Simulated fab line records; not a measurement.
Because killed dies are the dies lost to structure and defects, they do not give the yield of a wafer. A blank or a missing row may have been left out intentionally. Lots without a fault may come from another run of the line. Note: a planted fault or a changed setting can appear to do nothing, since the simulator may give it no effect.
A single fault, viewed from 2 desks ; flow n5_finfet ; what lay behind the numbers comes last; until then each desk has only its own

THE METROLOGY DESK
Lot by lot, what the gauges showed, no matter which tool ran the lot: averages of those sampled wafers that carry a number. The brackets show how far a lot's mean lies from the usual mean; more than 4 standard deviations puts the lot out of limits, marked OUT.
Columns: A = trench_depth_nm at N5_BEOL_M11_OCD_MEAS_38, usual 148 nm
lot;first seen here;A
L151;day 10 19:05;152
L153;day 10 19:21;146
L152;day 11 13:41;149
L156;day 11 20:25;148
L159;day 12 17:07;151
L160;day 12 17:13;149
L158;day 12 22:17;148
L168;day 15 02:50;146
L172;day 16 04:04;149
L173;day 16 20:13;145
L174;day 17 05:07;152
This desk's verdict: no lot among the 11 shows anything out of limits.

AT THE TOOL OWNER'S DESK: pvd_sputter-03
The tool's own readings at N5_BEOL_M11_DEGAS_44 (time 60 s): means of the sampled wafers that have a number, for each lot that ran on this tool. The brackets show how far a lot's mean lies from the usual mean; more than 4 standard deviations puts the lot out of limits, marked OUT.
Columns: A = heater_power_w at N5_BEOL_M11_DEGAS_44, usual 332 W; B = susceptor_temp_C at N5_BEOL_M11_DEGAS_44, usual 249.99 C
lot;first seen here;A;B
L153;day 10 20:06;320;250.24
L152;day 11 14:18;282;250.25
L156;day 11 21:29;344;249.88
L159;day 12 17:56;326;251.28 (+6.4) OUT
L173;day 16 21:00;326;249.95
L174;day 17 05:46;328;250.05
This desk finds L159 out of limits, L159 being first, at day 12 17:56 (susceptor_temp_C at N5_BEOL_M11_DEGAS_44). L153, L152, L156, L173, L174 stayed within limits.

TAKEN TOGETHER
At day 12 17:56, on L159, the tool owner's desk was in a position to raise an alarm.
At the metrology desk, nothing out of limits was observed.
The metrology desk has L159 on record, within its limits.
Of the lots named, all ran N5_BEOL_M11_DEGAS_44 on pvd_sputter-03.

WHAT HAD BEEN PUT IN BY THE SIMULATOR
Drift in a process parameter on pvd_sputter-03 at N5_BEOL_M11_DEGAS_44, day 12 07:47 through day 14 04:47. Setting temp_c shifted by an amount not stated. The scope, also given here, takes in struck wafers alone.
Shown lots that were struck: L159.
Delay in hours, fault start to first out-of-limits reading, by desk: the tool owner's desk at 10.
